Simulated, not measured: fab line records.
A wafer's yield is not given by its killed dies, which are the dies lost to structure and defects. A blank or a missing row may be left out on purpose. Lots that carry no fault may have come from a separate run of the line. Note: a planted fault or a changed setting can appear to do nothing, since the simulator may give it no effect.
Matching of chambers :: flow n5-finfet :: 4 sister chambers for N5_GATE_CUT_CMP_43 on cmp-02
The step polishes SiO2. 16 wafers are shown with their chamber, then 8 later ones without.

== EACH WAFER AND ITS CHAMBER ==
wafer: L074.3
chamber: 0
motor-current-A (A): 12.6

wafer: L074.4
chamber: 1
motor-current-A (A): 13.0

wafer: L074.6
chamber: 0
motor-current-A (A): 12.5

wafer: L075.1
chamber: 0
motor-current-A (A): 13.1

wafer: L075.3
chamber: 2
motor-current-A (A): 12.5

wafer: L075.6
chamber: 3
motor-current-A (A): 12.1

wafer: L083.2
chamber: 1
motor-current-A (A): 13.6

wafer: L083.3
chamber: 3
motor-current-A (A): 12.1

wafer: L083.4
chamber: 0
motor-current-A (A): 13.0

wafer: L084.2
chamber: 0
motor-current-A (A): 13.2

wafer: L084.4
chamber: 3
motor-current-A (A): 12.1

wafer: L084.5
chamber: 0
motor-current-A (A): 12.5

wafer: L089.2
chamber: 1
motor-current-A (A): 13.2

wafer: L089.4
chamber: 2
motor-current-A (A): 12.4

wafer: L089.6
chamber: 3
motor-current-A (A): 12.4

wafer: L090.2
chamber: 3
motor-current-A (A): 12.4

SIGNATURES (means of the wafers above)
reading: motor-current-A
chamber 0: 12.817
chamber 1: 13.267
chamber 2: 12.450
chamber 3: 12.220
scatter within a chamber: 0.259
Rule: distance of a wafer from a chamber = root of the sum over the readings of ((wafer's reading minus chamber's mean) / reading's scatter) squared. If the next closest chamber is less than 2 further off than the closest, the wafer can't be placed; otherwise it belongs to the closest. The scatter is the square root of a quotient: the sum, over the shown wafers, of each reading's squared deviation from its chamber's mean, divided by wafers minus chambers.

== WAFERS WITH NO CHAMBER GIVEN ==
wafer: L090.4
motor-current-A (A): 13.3

wafer: L090.5
motor-current-A (A): 12.5

wafer: L095.2
motor-current-A (A): 12.6

wafer: L095.3
motor-current-A (A): 13.7

wafer: L095.5
motor-current-A (A): 12.9

wafer: L096.2
motor-current-A (A): 13.0

wafer: L096.3
motor-current-A (A): 12.5

wafer: L096.4
motor-current-A (A): 13.1

== THE CHAMBER EACH PASSED THROUGH ==
wafer: L090.4
from the rows above: can't be placed: 1 or 0
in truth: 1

wafer: L090.5
from the rows above: can't be placed: 2 or 3 or 0
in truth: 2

wafer: L095.2
from the rows above: can't be placed: 2 or 0 or 3 or 1
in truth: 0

wafer: L095.3
from the rows above: can't be placed: 1 or 0
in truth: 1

wafer: L095.5
from the rows above: can't be placed: 0 or 1 or 2
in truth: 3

wafer: L096.2
from the rows above: can't be placed: 0 or 1 or 2
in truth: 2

wafer: L096.3
from the rows above: can't be placed: 2 or 3 or 0
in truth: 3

wafer: L096.4
from the rows above: can't be placed: 1 or 0 or 2
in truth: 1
Placed correctly: 0 of 8. Unplaceable from these rows: 8, with the true chamber sitting among the candidates in 7. Wrongly placed: 0.
